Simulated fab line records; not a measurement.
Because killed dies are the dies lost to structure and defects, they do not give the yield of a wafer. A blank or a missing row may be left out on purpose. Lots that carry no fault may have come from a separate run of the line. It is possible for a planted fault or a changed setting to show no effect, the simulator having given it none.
Chamber matching :: flow n5-finfet :: N5_BEOL_M5_CO_CAP_78 on cvd-co-02 has 3 sister chambers
The step material Co, precursor CCTBA/H2, target thk 2 nm, time 102.1 s. 3 wafers are shown with their chamber, then 8 later ones without.

WAFERS PAIRED WITH THEIR CHAMBERS
wafer: L176.2
chamber: 0
heater-power-w (W): 268

wafer: L176.3
chamber: 1
heater-power-w (W): 248

wafer: L181.1
chamber: 2
heater-power-w (W): 270

WAFERS MISSING THEIR CHAMBER
wafer: L181.3
heater-power-w (W): 268

wafer: L181.6
heater-power-w (W): 265

wafer: L189.2
heater-power-w (W): 280

wafer: L189.3
heater-power-w (W): 249

wafer: L189.6
heater-power-w (W): 277

wafer: L187.2
heater-power-w (W): 245

wafer: L187.4
heater-power-w (W): 241

wafer: L187.5
heater-power-w (W): 266

EACH ONE'S CHAMBER
wafer: L181.3
from the rows above: can't be placed: 0 or 2
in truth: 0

wafer: L181.6
from the rows above: can't be placed: 0 or 2
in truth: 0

wafer: L189.2
from the rows above: can't be placed: 2 or 0
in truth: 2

wafer: L189.3
from the rows above: 1
in truth: 1

wafer: L189.6
from the rows above: can't be placed: 2 or 0
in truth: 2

wafer: L187.2
from the rows above: 1
in truth: 1

wafer: L187.4
from the rows above: 1
in truth: 1

wafer: L187.5
from the rows above: can't be placed: 0 or 2
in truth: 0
3 of 8 placed correctly. Can't be placed from these rows: 5 (the true chamber is among the candidates in 5). Placed wrongly: 0.
How it was worked out, from the rows above alone: a wafer's distance from a chamber is the root of the sum, over the readings, of the square of ((its reading less the chamber's mean) divided by the reading's scatter). If the next closest chamber is less than 2 further off than the closest, the wafer can't be placed; otherwise it belongs to the closest. A chamber's mean is the mean of its shown wafers. The scatter (one wafer shown for each chamber): square how far every hidden wafer sits from the nearest shown wafer, average those squares and take the square root.
